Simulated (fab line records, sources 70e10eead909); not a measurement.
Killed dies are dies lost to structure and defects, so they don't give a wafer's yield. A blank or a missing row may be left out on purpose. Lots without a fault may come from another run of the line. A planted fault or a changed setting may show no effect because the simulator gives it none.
Chamber matching | flow nand_harc | NHARC_A_STAIRCASE_TRIM_220 on rie_diel-01: 4 sister chambers
The step chemistry O2, time 211.2 s. 20 wafers are shown with their chamber, then 10 later ones without.

WAFERS WITH THEIR CHAMBER
wafer  | chamber | drypump_motor_current_A (A) | showerhead_plenum_p_Torr (Torr) | oes_product_au (a.u.)
L077.3 | 3       | 5.3                         | 3.35                            | 0.989
L077.4 | 0       | 5.6                         | 3.47                            | 1.000
L077.5 | 1       | 4.8                         | 3.61                            | 1.006
L079.2 | 0       | 5.7                         | 3.47                            | 1.002
L079.3 | 3       | 5.3                         | 3.35                            | 1.007
L079.5 | 0       | 5.7                         | 3.47                            | 0.995
L083.2 | 1       | 4.8                         | 3.60                            | 1.003
L083.5 | 0       | 5.7                         | 3.45                            | 0.988
L083.6 | 3       | 5.3                         | 3.34                            | 1.011
L082.4 | 0       | 5.7                         | 3.45                            | 1.003
L082.5 | 3       | 5.3                         | 3.34                            | 0.998
L082.6 | 2       | 5.9                         | 3.33                            | 1.004
L085.3 | 2       | 5.9                         | 3.33                            | 0.998
L085.4 | 0       | 5.7                         | 3.45                            | 0.981
L085.5 | 2       | 5.9                         | 3.33                            | 1.001
L086.2 | 3       | 5.3                         | 3.33                            | 0.999
L086.5 | 1       | 4.8                         | 3.59                            | 1.001
L086.6 | 2       | 5.9                         | 3.33                            | 0.999
L088.2 | 0       | 5.7                         | 3.45                            | 0.993
L088.4 | 2       | 5.9                         | 3.32                            | 0.991

SIGNATURES (means of the wafers above)
reading                  | chamber 0 | chamber 1 | chamber 2 | chamber 3 | scatter within a chamber
drypump_motor_current_A  | 5.686     | 4.800     | 5.900     | 5.300     | 0.0231
showerhead_plenum_p_Torr | 3.4586    | 3.6000    | 3.3280    | 3.3420    | 0.00882
oes_product_au           | 0.99457   | 1.00333   | 0.99860   | 1.00080   | 0.007
Rule: a wafer's distance from a chamber is the root of the sum, over the readings, of the square of ((its reading less the chamber's mean) divided by the reading's scatter). The wafer belongs to the nearest chamber; if the next one is less than 2 further off, it can't be placed. The scatter: the root of (the sum of the squares of (reading less its chamber's mean) over the shown wafers, divided by (wafers less chambers)).

WAFERS WITHOUT THEIR CHAMBER
wafer  | drypump_motor_current_A (A) | showerhead_plenum_p_Torr (Torr) | oes_product_au (a.u.)
L088.5 | 4.8                         | 3.59                            | 1.008
L092.1 | 5.3                         | 3.33                            | 0.997
L092.2 | 4.8                         | 3.58                            | 1.006
L092.5 | 5.3                         | 3.33                            | 0.998
L093.2 | 4.8                         | 3.58                            | 1.006
L093.3 | 5.7                         | 3.44                            | 0.988
L093.4 | 5.3                         | 3.32                            | 0.999
L096.1 | 5.3                         | 3.32                            | 0.997
L096.3 | 5.9                         | 3.31                            | 1.004
L096.6 | 5.7                         | 3.44                            | 0.998

WHICH CHAMBER EACH WENT THROUGH
wafer  | from the rows above | in truth
L088.5 | 1                   | 1
L092.1 | 3                   | 3
L092.2 | 1                   | 1
L092.5 | 3                   | 3
L093.2 | 1                   | 1
L093.3 | 0                   | 0
L093.4 | 3                   | 3
L096.1 | 3                   | 3
L096.3 | 2                   | 2
L096.6 | 0                   | 0
Placed correctly: 10 of 10. Can't be placed from these rows: 0. Placed wrongly: 0.
